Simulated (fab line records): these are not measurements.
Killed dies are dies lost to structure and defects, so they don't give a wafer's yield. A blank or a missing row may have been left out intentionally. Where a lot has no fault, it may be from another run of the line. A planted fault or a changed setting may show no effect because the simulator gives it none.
Matching of chambers	flow nandHarc	NHARC_P_GATE_ETCH_32 on rieSi-02: 4 sister chambers
The step etches the open film in HBr/Cl2, target depth 150 nm, time 100.1 s. 8 wafers are shown with their chamber, then 11 later ones without.

EACH WAFER AND ITS CHAMBER
wafer	chamber	drypumpMotorCurrentA (A)	oesProductAu (a.u.)
L083.4	2	6.2	1.021
L083.6	0	5.4	1.004
L086.1	2	6.2	1.011
L086.4	3	6.0	0.977
L087.1	0	5.4	1.013
L087.2	1	5.6	0.991
L087.3	3	5.9	0.979
L089.2	1	5.6	0.981

WAFERS WITH NO CHAMBER GIVEN
wafer	drypumpMotorCurrentA (A)	oesProductAu (a.u.)
L089.4	6.2	1.015
L089.5	5.6	0.979
L093.1	5.6	1.025
L093.2	6.0	0.978
L093.5	6.0	0.988
L094.1	5.4	0.996
L094.2	6.2	1.022
L094.3	5.6	1.027
L095.1	5.4	0.991
L095.2	5.6	1.011
L095.6	6.2	1.005

THE CHAMBER EACH PASSED THROUGH
wafer	from the rows above	in truth
L089.4	2	2
L089.5	1	1
L093.1	can't be placed: 0 or 1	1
L093.2	3	3
L093.5	3	3
L094.1	0	0
L094.2	2	2
L094.3	can't be placed: 0 or 1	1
L095.1	0	0
L095.2	can't be placed: 1 or 0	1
L095.6	2	2
Correct placement for 8 of the 11. From these rows, 3 cannot be placed; in 3 the true chamber is one of the candidates. 0 placed wrongly.
How it was worked out, from the rows above alone: a wafer's distance from a chamber is the root of the sum, over the readings, of the square of ((its reading less the chamber's mean) divided by the reading's scatter). The wafer belongs to the nearest chamber; if the next one is less than 2 further off, it can't be placed. Each chamber's mean is taken over the wafers shown for it. The scatter: the root of (the sum of the squares of (reading less its chamber's mean) over the shown wafers, divided by (wafers less chambers)).
